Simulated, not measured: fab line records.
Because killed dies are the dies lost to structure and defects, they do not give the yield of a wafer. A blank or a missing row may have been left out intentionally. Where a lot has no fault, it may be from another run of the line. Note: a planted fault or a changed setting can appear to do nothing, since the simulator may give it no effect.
Chamber matching / flow n5Finfet / aldSin-04 running N5_BEOL_M3_ALD_98: 4 sister chambers
The step deposits SiO2, target thk 2.5 nm, pulse time 1 s, co reactant pulse time 1 s. 7 wafers are shown with their chamber, then 7 later ones without.

## WAFERS PAIRED WITH THEIR CHAMBERS
wafer=L076.5; chamber=1; heaterPowerW (W)=80; precursorPulseHeightRel=0.994
wafer=L076.6; chamber=2; heaterPowerW (W)=95; precursorPulseHeightRel=0.987
wafer=L080.1; chamber=2; heaterPowerW (W)=94; precursorPulseHeightRel=1.007
wafer=L080.3; chamber=3; heaterPowerW (W)=69; precursorPulseHeightRel=0.955
wafer=L080.4; chamber=0; heaterPowerW (W)=66; precursorPulseHeightRel=0.978
wafer=L090.1; chamber=3; heaterPowerW (W)=66; precursorPulseHeightRel=0.991
wafer=L090.2; chamber=1; heaterPowerW (W)=79; precursorPulseHeightRel=1.005

## WAFERS MISSING THEIR CHAMBER
wafer=L090.4; heaterPowerW (W)=67; precursorPulseHeightRel=1.030
wafer=L091.1; heaterPowerW (W)=68; precursorPulseHeightRel=1.003
wafer=L091.2; heaterPowerW (W)=79; precursorPulseHeightRel=0.969
wafer=L091.3; heaterPowerW (W)=96; precursorPulseHeightRel=0.999
wafer=L091.4; heaterPowerW (W)=66; precursorPulseHeightRel=0.985
wafer=L091.5; heaterPowerW (W)=82; precursorPulseHeightRel=1.010
wafer=L091.6; heaterPowerW (W)=65; precursorPulseHeightRel=0.988

## WHICH CHAMBER EACH WENT THROUGH
wafer=L090.4; from the rows above=can't be placed: 0 or 3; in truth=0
wafer=L091.1; from the rows above=can't be placed: 3 or 0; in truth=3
wafer=L091.2; from the rows above=1; in truth=1
wafer=L091.3; from the rows above=2; in truth=2
wafer=L091.4; from the rows above=can't be placed: 0 or 3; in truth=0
wafer=L091.5; from the rows above=1; in truth=1
wafer=L091.6; from the rows above=can't be placed: 0 or 3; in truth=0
Correctly placed: 3 of 7. From these rows, 4 cannot be placed; in 4 the true chamber is one of the candidates. Placed wrongly: 0.
How it was worked out, from the rows above alone: a wafer's distance from a chamber is the root of the sum, over the readings, of the square of ((its reading less the chamber's mean) divided by the reading's scatter). The wafer belongs to the nearest chamber; if the next one is less than 2 further off, it can't be placed. The mean given for a chamber averages the wafers shown for that chamber. The scatter is the square root of a quotient: the sum, over the shown wafers, of each reading's squared deviation from its chamber's mean, divided by wafers minus chambers.
